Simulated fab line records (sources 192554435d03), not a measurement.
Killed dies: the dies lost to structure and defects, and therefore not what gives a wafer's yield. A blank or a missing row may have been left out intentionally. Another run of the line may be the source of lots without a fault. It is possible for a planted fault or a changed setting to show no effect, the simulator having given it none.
Chamber matching / flow n5Finfet / 4 sister chambers for N5_BEOL_M0_STRIP_104 on rieDiel-04
The step strips in N2/H2. 4 wafers are shown with their chamber, then 8 later ones without.

## WAFERS WITH THEIR CHAMBER
wafer=L080.2; chamber=3; showerheadPlenumPTorr (Torr)=2.42
wafer=L080.6; chamber=2; showerheadPlenumPTorr (Torr)=2.53
wafer=L087.6; chamber=0; showerheadPlenumPTorr (Torr)=2.44
wafer=L089.2; chamber=1; showerheadPlenumPTorr (Torr)=2.62

## WAFERS WITH NO CHAMBER GIVEN
wafer=L089.4; showerheadPlenumPTorr (Torr)=2.44
wafer=L089.6; showerheadPlenumPTorr (Torr)=2.62
wafer=L091.3; showerheadPlenumPTorr (Torr)=2.44
wafer=L091.4; showerheadPlenumPTorr (Torr)=2.52
wafer=L091.5; showerheadPlenumPTorr (Torr)=2.52
wafer=L094.1; showerheadPlenumPTorr (Torr)=2.52
wafer=L094.3; showerheadPlenumPTorr (Torr)=2.44
wafer=L094.5; showerheadPlenumPTorr (Torr)=2.61

## CHAMBER TAKEN BY EACH
wafer=L089.4; from the rows above=0; in truth=0
wafer=L089.6; from the rows above=1; in truth=1
wafer=L091.3; from the rows above=0; in truth=0
wafer=L091.4; from the rows above=2; in truth=2
wafer=L091.5; from the rows above=2; in truth=2
wafer=L094.1; from the rows above=2; in truth=2
wafer=L094.3; from the rows above=0; in truth=0
wafer=L094.5; from the rows above=1; in truth=1
Correctly placed: 8 of 8. Left unplaced by these rows: 0. 0 placed wrongly.
How it was worked out, from the rows above alone: a wafer's distance from a chamber is the root of the sum, over the readings, of the square of ((its reading less the chamber's mean) divided by the reading's scatter). The wafer belongs to the nearest chamber; if the next one is less than 2 further off, it can't be placed. Each chamber's mean is taken over the wafers shown for it. The scatter: with one shown wafer a chamber, the root of the mean of the squares of how far each hidden wafer lies from its nearest shown one.
